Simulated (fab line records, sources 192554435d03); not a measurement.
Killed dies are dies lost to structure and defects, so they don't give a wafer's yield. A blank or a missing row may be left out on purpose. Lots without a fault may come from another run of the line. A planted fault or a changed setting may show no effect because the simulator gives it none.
A struck lot beside a sound one | flow n5_finfet | 36 steps out of a route of 1938
Sound: wafers L519.1, L519.5, L519.6. Struck: wafer L524.3. (L524.1, L524.6 of the same lot were not struck and are left out.) The cause comes at the end.
At each step with rows: each side's tool, then ch and its chambers, then its first start. Under that, the readings that differ: sound wafers | struck wafers | difference of the means | sigmas: that difference in standard deviations of wafers without a fault.
alike: readings whose means differ by less than 2 such deviations, and words and numbers that are the same on both sides. not compared: withheld readings, readings that some wafer has no value for, bounds like >300 that may hide the same value, and numbers for which the record gives no deviation and whose values overlap.
The two part at a step that has a row with sigmas, a row that says differs or no value, or rows on one side only. Numbers that don't overlap but have no deviation are shown without sigmas and don't part them. A reading that every wafer of one side lacks parts them only if that side has two wafers or more.

first, 8 steps without rows for these wafers: N5_BEOL_M5_ANNEAL_51 (time 90 s); N5_BEOL_M5_CMP_52 (polishes, stops on SiCOH lowk, t overpolish 6.9 s, target thk 62 nm); N5_BEOL_M5_PRE_CLEAN_77 (time 15 s); N5_BEOL_M5_CO_CAP_78 (material Co, precursor CCTBA/H2, target thk 2 nm, time 102.1 s); N5_BEOL_M5_PRE_CLEAN_55 (time 15 s); N5_BEOL_M5_DEP_56 (deposits SiCN from 3MS/NH3, target thk 8 nm, time 14 s); N5_BEOL_M6_ILD_DEP_00 (deposits SiCOH lowk from DEMS/porogen, target thk 179.75 nm, time 33.4 s); N5_BEOL_M6_CURE_74 (cures SiCOH lowk, time 240 s).
N5_BEOL_M6_PECVD_70: deposits SiO2 from TEOS/O2, target thk 20 nm, time 22.7 s.
  sound on pecvd-01 ch 0,1,2, day 13 02:03; struck on pecvd-01 ch 0, day 14 12:04
  reading                                    | sound          | struck | difference | sigmas
  model.SiO2_of_BEOL_M6_PECVD_70.thk_nm (nm) | 19.4 20.2 20.6 | 18.6   | -1.5       |
  alike: heater_power_w, showerhead_plenum_p_Torr, throttle_valve_pct
then, 25 steps without rows for these wafers: N5_BEOL_M6_HM_DEP_02 (deposits TiN, target thk 20 nm); N5_BEOL_M6_COAT_59 (time 60 s, resist thk 100 nm); N5_BEOL_M6_COAT_60 (time 60 s, resist thk 35 nm); N5_BEOL_M6_COAT_05 (resist thk 90 nm); N5_BEOL_M6_EBR_07; N5_BEOL_M6_SOFTBAKE_06 (time 60 s); N5_BEOL_M6_EXPOSE_08 (exposes mask M6); N5_BEOL_M6_PEB_09 (peb time 60 s); N5_BEOL_M6_DEVELOP_10 (develop time 30 s); N5_BEOL_M6_DESCUM_16 (chemistry O2, time 7.9 s); N5_BEOL_M6_ETCH_61 (etches SiARC in CF4, target depth 45.5 nm, time 75.8 s); N5_BEOL_M6_ETCH_62 (etches SOC in N2/H2, target depth 110 nm, overetch 22 nm, time 165 s); N5_BEOL_M6_STRIP_68 (strips in N2/H2); N5_BEOL_M6_STRIP_67 (strips in CF4); N5_BEOL_M6_HM_OPEN_17 (chemistry Cl2/BCl3, target TiN, target depth 20 nm, overetch 6 nm); N5_BEOL_M6_STRIP_19 (strips in O2); N5_BEOL_M6_COAT_63 (time 60 s, resist thk 60 nm); N5_BEOL_M6_COAT_64 (time 60 s, resist thk 12 nm); N5_BEOL_M6_COAT_71 (time 60 s, resist thk 5 nm); N5_BEOL_M6_COAT_22 (resist thk 30 nm); N5_BEOL_M6_EBR_24; N5_BEOL_M6_SOFTBAKE_23 (time 60 s); N5_BEOL_M6_EXPOSE_25 (exposes mask V5, target cd 40 nm); N5_BEOL_M6_PEB_26 (peb time 60 s); N5_BEOL_M6_DEVELOP_27 (develop time 30 s).
N5_BEOL_M6_HM_STRIP_39: strips TiN in peroxide tin strip, target depth 25 nm, time 158 s.
  sound on wet_bench-06 ch 1,3,5, day 13 05:46; struck on wet_bench-05 ch 1, day 14 16:55
  reading                                    | sound          | struck | difference | sigmas
  model.SiO2_of_BEOL_M6_PECVD_70.thk_nm (nm) | 19.2 20.2 20.4 | 18.4   | -1.5       |
  alike: temp_c
N5_PASSIVATION_PROBE_49:
  the record has rows for the sound wafers here (prober-01, day 17 03:33) and none for the struck ones

WHERE THEY PART
Only at N5_PASSIVATION_PROBE_49, within this record.

WHY: what the simulator had put in
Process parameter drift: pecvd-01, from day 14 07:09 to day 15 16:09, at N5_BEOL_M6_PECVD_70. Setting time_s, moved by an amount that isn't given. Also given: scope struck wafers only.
